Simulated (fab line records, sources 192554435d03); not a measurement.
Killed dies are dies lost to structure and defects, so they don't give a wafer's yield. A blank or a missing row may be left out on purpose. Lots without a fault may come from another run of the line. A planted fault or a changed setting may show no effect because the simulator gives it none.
fab line records | flow n5_finfet
record lots=9 wafers=27 last_day=18
route steps=1938 shown DUMMY_GATE@250 SPACER0@259 SD_EPI_N@268 BEOL_M4@1111
lots that met no fault: from a run of the same line without faults
start_h: hours from the record's first day to the start of the lot's first wafer shown | wait_h: hours since the lot's step before | " the same as in the row above | L1.1+2: a row that stands for several wafers | - no value, or no start given | * or withheld: withheld | < > ~ a bound
route shown NAME@n: a module of which the file shows steps, and the number in the route of the first | usual: mean/standard deviation of fault-free wafers | same: alike in all rows | chamber/n: place in a boat | sites: the reading at each site | _std_site: their standard deviation | _edge_site: outer sites' mean less inner sites' | radius_mm: how far each site lies from the wafer's centre | mask NAME#n: copy n | behind: the tool/chamber that last shaped the wafer | hold: why the lot was held/for how many hours/how that ended | device: the transistor (n, p or np) that didn't switch | end of line: the same wafers' tests at the end of the route | a step without rows: its recipe alone | killed: dies lost to structure and defects at the first sort, not the wafer's yield | map: a wafer's dies, x killed, . not, _ none there
set.NAME: the setting as run; set.NAME@STEP: as run at that earlier step | model.NAME: the simulator's own value behind a step, which no gauge read
steps of the route over a sample of lots; a table a step, a row a wafer
services: from which hour (start_h, from the record's first day; less than 0 if before it) a tool's chamber was out of use, for how many hours, and why
## steps
# step N5_DUMMY_GATE_ETCH_42
# recipe chemistry=CHF3/O2 target=SiO2 target_depth_a=35 time_s=31 ion_energy_ev=30 bias_w=12 pressure_mtorr=30 source_w=600 Ar_flow_sccm=200 CHF3_flow_sccm=50 O2_flow_sccm=5
# usual drypump_motor_current_A=5.8/0.54 oes_product_au=0.76/0.067 rf_vpp_V=42.1/1.2 showerhead_plenum_p_Torr=2.42/0.081 throttle_valve_pct=18.68/0.21
# columns lot.wafer tool chamber start_h wait_h drypump_motor_current_A oes_product_au rf_hours_counter_h rf_vpp_V showerhead_plenum_p_Torr throttle_valve_pct
L589.4 rie_diel-02 1 46.28 0.1 5.0 0.73 185 44.9 2.47 18.37
L589.5 " 0 " " 6.4 0.71 - 43.6 2.46 18.71
L589.6 " 1 " " 5.1 0.72 - 44.6 2.47 18.37
L590.3 rie_diel-06 0 54.23 0.0 5.9 0.75 155 44.1 2.50 18.91
L590.4 " 2 " " 6.1 0.68 249 42.7 2.39 19.35
L590.5 " 2 " " 6.1 0.67 - 40.9 2.39 19.35
L592.3 rie_diel-04 0 69.13 0.0 5.3 0.79 116 41.7 2.52 18.80
L592.4 " 1 " " 6.3 0.74 162 42.5 2.50 18.42
L592.5 " 3 " " 5.9 0.70 - 40.9 2.29 18.73
L593.1 rie_diel-02 3 70.96 0.0 6.5 0.73 155 41.6 2.41 18.75
L593.2 " 0 " " 6.4 0.71 231 42.4 2.46 18.71
L593.4 " 1 " " 5.1 0.72 192 44.2 2.46 18.40
L595.1 rie_diel-04 0 86.33 0.1 5.3 0.77 122 40.2 2.52 18.81
L595.2 " 1 " " 6.2 0.74 167 43.2 2.50 18.44
L595.5 " 1 " " 6.2 0.74 - 42.5 2.50 18.43
L596.2 rie_diel-06 1 91.14 0.0 5.4 0.89 30 42.1 2.46 18.35
L596.3 " 3 " " 5.2 0.75 143 41.6 2.30 18.61
L596.6 " 1 " " 5.4 0.89 - 41.1 2.46 18.35
L601.1 rie_diel-02 1 119.50 0.0 5.1 0.71 207 42.4 2.46 18.42
L601.2 " 2 " " 6.3 0.75 165 42.2 2.32 18.78
L601.6 " 0 " " 6.4 0.68 - 43.1 2.45 18.75
L604.3 rie_diel-02 2 140.73 0.0 6.4 0.75 173 41.7 2.32 18.81
L604.5 " 1 " " 5.0 0.70 - 42.1 2.45 18.46
L604.6 " 3 " " 6.5 0.70 - 42.3 2.40 18.80
L611.1 rie_diel-06 0 178.77 0.0 5.9 0.72 196 41.6 2.48 18.98
L611.2 " 2 " " 6.2 0.89 33 41.6 2.37 18.94
L611.4 " 3 " " 5.2 0.73 171 42.4 2.29 18.67
# step N5_SPACER0_ALD_00
# recipe material=SiOCN target_thk_a=35 temp_c=400 ald_precursor_family=alkyl-aminosilane ald_co_reactant=O2/N2-plasma pulse_time_s=3 purge_time_s=2 co_reactant_purge_time_s=2 ald_cycles=58 pressure_torr=2
# usual heater_power_w=860/85 precursor_pulse_height_rel=1.002/0.019
# columns lot.wafer tool chamber start_h wait_h heater_power_w precursor_pulse_height_rel
L589.4 ald_sin-01 1 46.70 0.1 942 1.046
L589.5 " 0 " " 904 1.024
L589.6 " 3 " " 759 0.994
L590.3 ald_sin-03 2 54.65 0.1 980 0.998
L590.4 " 1 " " 851 1.039
L590.5 " 2 " " 977 1.007
L592.3 ald_sin-03 0 69.56 0.1 821 1.011
L592.4 " 3 " " 850 1.021
L592.5 " 0 " " 808 1.023
L593.1 ald_sin-04 2 71.38 0.1 786 1.018
L593.2 " 0 " " 864 1.044
L593.4 " 1 " " 843 0.982
L595.1 ald_sin-03 1 86.83 0.1 857 0.983
L595.2 " 3 " " 846 1.014
L595.5 " 3 " " 843 0.989
L596.2 ald_sin-01 0 91.57 0.1 926 1.027
L596.3 " 1 " " 965 1.031
L596.6 " 1 " " 962 1.022
L601.1 ald_sin-04 0 119.93 0.1 845 0.987
L601.2 " 1 " " 833 0.985
L601.6 " 0 " " 864 1.004
L604.3 ald_sin-04 3 141.15 0.1 987 0.977
L604.5 " 2 " " 798 1.004
L604.6 " 3 " " 972 1.012
L611.1 ald_sin-03 2 179.27 0.2 990 0.980
L611.2 " 1 " " 897 0.999
L611.4 " 1 " " 861 1.005
# step N5_SD_EPI_N_PEB_07
# recipe peb_temp_c=110 peb_time_s=60 resist=CAR-ArF-block
# usual heater_power_total_W=175.6/1.7 plate_temp_C=109.98/0.11
# columns lot.wafer tool chamber start_h wait_h heater_power_total_W plate_temp_C
L589.4 litho_track-03 0 47.33 0.0 173.0 110.15
L589.5 " 0 " " 176.6 110.24
L589.6 " 0 " " 177.4 109.90
L590.3 litho_track-03 0 55.28 0.0 176.4 110.09
L590.4 " 0 " " 176.3 109.96
L590.5 " 0 " " 176.1 109.96
L592.3 litho_track-03 0 70.18 0.0 174.1 110.13
L592.4 " 0 " " 175.7 109.89
L592.5 " 0 " " 177.3 110.11
L593.1 litho_track-05 0 72.13 0.1 177.5 109.84
L593.2 " 0 " " 177.1 110.02
L593.4 " 0 " " 176.1 109.84
L595.1 litho_track-01 0 87.45 0.1 177.6 109.80
L595.2 " 0 " " 177.4 109.86
L595.5 " 0 " " 176.0 109.80
L596.2 litho_track-01 0 92.31 0.0 175.8 110.04
L596.3 " 0 " " 175.8 109.90
L596.6 " 0 " " 173.3 110.02
L601.1 litho_track-03 0 120.67 0.1 169.6 108.17
L601.2 " 0 " " 170.3 108.24
L601.6 " 0 " " 171.8 108.15
L604.3 litho_track-03 0 141.77 0.0 170.9 108.41
L604.5 " 0 " " 172.3 108.46
L604.6 " 0 " " 170.5 108.26
L611.1 litho_track-01 0 180.21 0.1 177.3 109.89
L611.2 " 0 " " 177.4 109.96
L611.4 " 0 " " 177.4 110.05
# step N5_SD_EPI_N_CD_MEAS_09
# recipe target_cd_nm=120 landing_energy_ev=500 detector=se_inlens
# usual cd_nm=120.1/0.73
# columns lot.wafer tool chamber start_h wait_h cd_nm
L589.4 cd_sem-01 0 47.39 - 120.4
L589.5 " 0 " " 120.5
L589.6 " 0 " " 120.8
L590.3 cd_sem-02 0 55.34 - 120.9
L590.4 " 0 " " 119.8
L590.5 " 0 " " 120.9
L592.3 cd_sem-02 0 70.25 - 119.3
L592.4 " 0 " " 119.9
L592.5 " 0 " " 119.5
L593.1 cd_sem-02 0 72.20 - 120.9
L593.2 " 0 " " 119.3
L593.4 " 0 " " 119.7
L595.1 cd_sem-02 0 87.52 - 119.8
L595.2 " 0 " " 119.1
L595.5 " 0 " " 119.4
L596.2 cd_sem-03 0 92.38 - 120.4
L596.3 " 0 " " 120.2
L596.6 " 0 " " 118.8
L601.1 cd_sem-01 0 120.74 - 115.8
L601.2 " 0 " " 115.6
L601.6 " 0 " " 114.9
L604.3 cd_sem-02 0 141.84 - 115.5
L604.5 " 0 " " 116.0
L604.6 " 0 " " 115.6
L611.1 cd_sem-02 0 180.27 - 120.3
L611.2 " 0 " " 119.1
L611.4 " 0 " " 120.6
# step N5_SD_EPI_N_ETCH_35
# recipe chemistry=N2/H2 target=SOC overetch_a=1080 mask_material=SiARC temp_c=40 ion_energy_ev=100 source_w=3000 bias_w=133 pressure_mtorr=20 time_s=486 n2_flow_sccm=200 h2_flow_sccm=200
# usual drypump_motor_current_A=5.6/0.53 oes_product_au=0.68/0.073 rf_vpp_V=240.7/1.5 showerhead_plenum_p_Torr=2.53/0.095 throttle_valve_pct=23.7/0.39
# columns lot.wafer tool chamber start_h wait_h drypump_motor_current_A oes_product_au rf_hours_counter_h rf_vpp_V showerhead_plenum_p_Torr throttle_valve_pct
L589.4 rie_diel-05 0 47.59 0.0 5.2 0.67 140 240.9 2.53 23.1
L589.5 " 2 " " 6.2 0.66 - 240.5 2.45 24.3
L589.6 " 3 " " 4.8 0.68 - 241.4 2.66 23.7
L590.3 rie_diel-05 2 55.85 0.0 6.3 0.66 154 238.1 2.45 24.3
L590.4 " 3 " " 4.8 0.68 149 241.1 2.66 23.7
L590.5 " 0 " " 5.2 0.67 - 240.5 2.53 23.1
L592.3 rie_diel-03 3 70.43 0.0 6.4 0.73 82 239.4 2.46 24.2
L592.4 " 3 " " 6.4 0.72 - 240.7 2.46 24.2
L592.5 " 1 " " 5.4 0.63 - 240.2 2.48 23.4
L593.1 rie_diel-05 1 72.40 0.0 5.4 0.67 149 239.0 2.51 23.5
L593.2 " 3 " " 4.8 0.66 155 241.8 2.65 23.7
L593.4 " 2 " " 6.2 0.66 160 239.1 2.44 24.3
L595.1 rie_diel-01 0 87.70 0.0 6.0 0.64 173 242.7 2.64 23.8
L595.2 " 1 " " 5.9 0.67 142 242.4 2.64 23.8
L595.5 " 1 " " 5.9 0.66 - 242.7 2.64 23.8
L596.2 rie_diel-03 3 92.56 0.0 6.5 0.71 93 240.7 2.46 24.2
L596.3 " 1 " " 5.4 0.62 248 239.5 2.47 23.4
L596.6 " 0 " " 5.2 0.62 - 240.6 2.38 23.8
L601.1 rie_diel-01 1 120.92 0.0 5.9 0.65 157 243.7 2.63 23.8
L601.2 " 0 " " 6.0 0.64 185 241.6 2.64 23.8
L601.6 " 1 " " 5.9 0.66 - 242.3 2.63 23.8
L604.3 rie_diel-01 1 142.02 0.0 5.9 0.64 166 242.4 2.63 23.8
L604.5 " 0 " " 6.0 0.63 - 240.5 2.63 23.8
L604.6 " 2 " " 5.6 0.88 - 242.4 2.71 23.2
L611.1 rie_diel-03 2 180.45 0.0 4.7 0.61 248 241.3 2.51 24.0
L611.2 " 1 " " 5.4 0.78 26 240.4 2.46 23.0
L611.4 " 3 " " 6.5 0.68 130 239.6 2.44 24.3
# step N5_BEOL_M4_RC_MEAS_101
# usual DIBL_N=37.0/2.3 DIBL_P=37.3/2.8 IOFF_N=0.17/0.046 IOFF_P=0.23/0.054 ION_N=675/14 ION_P=460/9.3 SS_N=71.7/0.73 SS_P=73.6/0.95 VT_N=249/3.9 VT_P=-250/3.9
# columns lot.wafer tool chamber start_h wait_h DIBL_N[mV/V] DIBL_P[mV/V] IOFF_N[nA/um] IOFF_P[nA/um] ION_N[uA/um] ION_P[uA/um] SS_N[mV/dec] SS_P[mV/dec] VT_N[mV] VT_P[mV]
L589.4 prober-02 0 167.30 0.5 40.3 40.9 0.23 0.31 680 471 72.2 74.8 243 -246
L589.5 " 0 " " 37.1 35.4 0.15 0.21 676 464 71.3 73.7 251 -251
L589.6 " 0 " " 43.8 44.8 0.36 0.42 712 478 73.7 76.2 240 -243
L590.3 prober-02 0 170.31 0.3 37.4 37.6 0.19 0.22 677 457 72.1 73.7 250 -249
L590.4 " 0 " " 36.8 37.4 0.17 0.22 667 453 71.1 75.0 249 -251
L590.5 " 0 " " 39.6 40.9 0.25 0.29 688 457 72.2 76.1 245 -248
L592.3 prober-02 0 190.91 0.3 37.5 37.8 0.18 0.19 682 454 72.0 73.1 248 -252
L592.4 " 0 " " 36.0 36.8 0.16 0.18 676 453 71.0 73.5 249 -254
L592.5 " 0 " " 41.5 43.3 0.27 0.28 694 461 73.1 75.4 244 -246
L593.1 prober-01 0 193.90 0.0 36.7 38.7 0.17 0.26 681 475 70.8 74.1 248 -247
L593.2 " 0 " " 36.7 36.8 0.16 0.21 671 459 71.5 72.5 251 -251
L593.4 " 0 " " 36.5 38.3 0.16 0.25 679 473 71.2 73.6 251 -247
L595.1 prober-02 0 200.18 0.0 35.3 36.6 0.15 0.19 670 458 71.4 73.1 253 -255
L595.2 " 0 " " 38.5 39.5 0.22 0.25 703 474 72.1 73.8 245 -251
L595.5 " 0 " " 39.3 40.8 0.23 0.27 706 471 72.3 74.8 248 -249
L596.2 prober-01 0 209.41 0.2 38.8 39.2 0.20 0.20 683 455 72.3 74.2 248 -256
L596.3 " 0 " " 38.9 40.6 0.21 0.22 690 460 72.4 74.7 246 -253
L596.6 " 0 " " 37.1 38.9 0.19 0.21 679 456 71.8 74.2 247 -255
L601.1 prober-02 0 248.20 0.0 32.2 32.4 0.11 0.18 655 460 70.1 72.2 256 -253
L601.2 " 0 " " 39.6 41.7 0.26 0.34 701 478 71.5 75.0 240 -244
L601.6 " 0 " " 37.6 38.2 0.19 0.26 678 465 72.0 73.4 247 -245
L604.3 prober-01 0 275.61 0.3 36.8 37.9 0.16 0.22 677 459 71.4 72.9 249 -250
L604.5 " 0 " " 39.9 41.1 0.19 0.27 679 466 72.4 74.2 248 -249
L604.6 " 0 " " 36.6 36.6 0.16 0.19 673 457 71.0 73.1 248 -252
L611.1 prober-02 0 319.71 0.0 37.7 38.9 0.19 0.28 670 460 72.9 73.9 249 -247
L611.2 " 0 " " 40.0 40.9 0.24 0.30 696 474 73.1 74.6 244 -245
L611.4 " 0 " " 35.8 37.0 0.15 0.23 677 471 71.6 73.2 250 -248
## services
# columns tool chamber start_h hours kind
ald_sin-03 2 31.08 2.9 repair
ald_sin-01 2 31.94 4.7 repair
rie_diel-03 - 37.29 15.6 pm
ald_sin-01 - 47.57 0.2 repair
rie_diel-01 0 55.61 8.9 repair
rie_diel-02 - 56.31 0.1 repair
rie_diel-03 2 62.77 34.7 repair
rie_diel-05 - 71.97 0.2 repair
ald_sin-04 1 74.84 3.9 repair
rie_diel-01 2 91.24 11.0 repair
rie_diel-05 1 93.44 4.1 repair
ald_sin-04 - 98.41 0.5 repair
rie_diel-04 2 105.53 3.5 repair
ald_sin-03 2 128.68 2.9 repair
rie_diel-02 0 133.14 - clean
rie_diel-02 0 133.14 - consumable_replace:focus_ring
rie_diel-02 0 133.14 16.0 scheduled_down
rie_diel-02 0 133.14 16.0 vent_cycle
rie_diel-04 2 140.05 19.5 repair
ald_sin-04 - 143.80 6.1 pm
ald_sin-01 1 150.80 4.8 repair
ald_sin-01 3 162.13 2.0 repair
ald_sin-03 3 163.57 4.5 repair
ald_sin-01 - 177.72 14.0 pm
## key
first_sign step=N5_SD_EPI_N_PEB_07 reading=plate_temp_C direction=down sigmas=15 usual=* struck=*
effect step=N5_SD_EPI_N_PEB_07 reading=heater_power_total_W direction=down sigmas=2.8 usual=* struck=*
effect step=N5_SD_EPI_N_CD_MEAS_09 reading=cd_nm direction=down sigmas=6.1 usual=120.1 struck=115.6
met_at N5_SD_EPI_N_PEB_07
struck_lots L601,L604
not_acting_at N5_DUMMY_GATE_ETCH_42,N5_SPACER0_ALD_00,N5_SD_EPI_N_ETCH_35
onset_between 70.18 120.67
fault kind=process_parameter_drift tool=litho_track-03 chamber=- onset_h=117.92 steps=N5_SD_EPI_N_PEB_07 channel=peb_temp_c offset=* shape=step end_h=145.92 acts_in=* stated=*
